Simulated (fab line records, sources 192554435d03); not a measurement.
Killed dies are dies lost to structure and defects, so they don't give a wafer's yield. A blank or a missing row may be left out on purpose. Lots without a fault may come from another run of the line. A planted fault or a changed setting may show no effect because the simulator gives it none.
Chamber matching | flow n5_finfet | N5_GATE_CUT_CMP_43 on cmp-02: 4 sister chambers
The step polishes SiO2. 8 wafers are shown with their chamber, then 10 later ones without.

WAFERS WITH THEIR CHAMBER
wafer  | chamber | motor_current_A (A) | slurry_filter_dp_kPa (kPa)
L085.3 | 2       | 12.6                | 13.58
L086.5 | 1       | 11.3                | 13.59
L086.6 | 0       | 10.9                | 13.52
L088.1 | 3       | 11.0                | 13.43
L088.3 | 1       | 12.2                | 13.36
L088.5 | 2       | 12.3                | 13.52
L092.1 | 3       | 11.2                | 13.57
L092.2 | 0       | 10.8                | 13.59

WAFERS WITHOUT THEIR CHAMBER
wafer  | motor_current_A (A) | slurry_filter_dp_kPa (kPa)
L092.3 | 12.5                | 13.43
L093.1 | 11.5                | 13.44
L093.4 | 11.2                | 13.65
L093.5 | 10.6                | 13.32
L095.2 | 12.4                | 13.30
L095.3 | 11.5                | 13.62
L095.4 | 12.0                | 13.48
L096.2 | 12.2                | 13.43
L096.3 | 11.2                | 13.38
L096.6 | 10.5                | 13.37

WHICH CHAMBER EACH WENT THROUGH
wafer  | from the rows above               | in truth
L092.3 | can't be placed: 2 or 1           | 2
L093.1 | can't be placed: 1 or 3 or 0      | 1
L093.4 | can't be placed: 0 or 3 or 1      | 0
L093.5 | can't be placed: 3 or 0 or 1      | 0
L095.2 | can't be placed: 2 or 1 or 3      | 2
L095.3 | can't be placed: 1 or 3 or 0 or 2 | 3
L095.4 | can't be placed: 1 or 2 or 3      | 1
L096.2 | can't be placed: 1 or 2 or 3      | 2
L096.3 | can't be placed: 3 or 1 or 0      | 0
L096.6 | can't be placed: 0 or 3 or 1      | 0
Placed correctly: 0 of 10. Can't be placed from these rows: 10 (the true chamber is among the candidates in 10). Placed wrongly: 0.
How it was worked out, from the rows above alone: a wafer's distance from a chamber is the root of the sum, over the readings, of the square of ((its reading less the chamber's mean) divided by the reading's scatter). The wafer belongs to the nearest chamber; if the next one is less than 2 further off, it can't be placed. A chamber's mean is the mean of its shown wafers. The scatter: the root of (the sum of the squares of (reading less its chamber's mean) over the shown wafers, divided by (wafers less chambers)).
